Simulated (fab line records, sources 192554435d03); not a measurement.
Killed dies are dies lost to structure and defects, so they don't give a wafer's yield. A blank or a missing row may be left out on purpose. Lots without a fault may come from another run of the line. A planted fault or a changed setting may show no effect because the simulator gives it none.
Chamber matching | flow n5_finfet | N5_BEOL_M1_PECVD_72 on pecvd-02: 3 sister chambers
The step deposits SiO2 from TEOS/O2, target thk 16 nm, time 18 s. 3 wafers are shown with their chamber, then 10 later ones without.

WAFERS WITH THEIR CHAMBER
wafer  | chamber | throttle_valve_pct (%)
L087.2 | 1       | 22.5
L087.3 | 2       | 21.1
L086.4 | 0       | 23.7

WAFERS WITHOUT THEIR CHAMBER
wafer  | throttle_valve_pct (%)
L086.6 | 21.0
L090.3 | 23.8
L090.4 | 21.5
L090.6 | 22.3
L091.2 | 21.4
L091.4 | 22.7
L091.6 | 23.5
L097.1 | 21.2
L097.2 | 22.3
L097.3 | 23.8

WHICH CHAMBER EACH WENT THROUGH
wafer  | from the rows above | in truth
L086.6 | 2                   | 2
L090.3 | 0                   | 0
L090.4 | 2                   | 2
L090.6 | 1                   | 1
L091.2 | 2                   | 2
L091.4 | 1                   | 1
L091.6 | 0                   | 0
L097.1 | 2                   | 2
L097.2 | 1                   | 1
L097.3 | 0                   | 0
Placed correctly: 10 of 10. Can't be placed from these rows: 0. Placed wrongly: 0.
How it was worked out, from the rows above alone: a wafer's distance from a chamber is the root of the sum, over the readings, of the square of ((its reading less the chamber's mean) divided by the reading's scatter). The wafer belongs to the nearest chamber; if the next one is less than 2 further off, it can't be placed. A chamber's mean is the mean of its shown wafers. The scatter: with one shown wafer a chamber, the root of the mean of the squares of how far each hidden wafer lies from its nearest shown one.
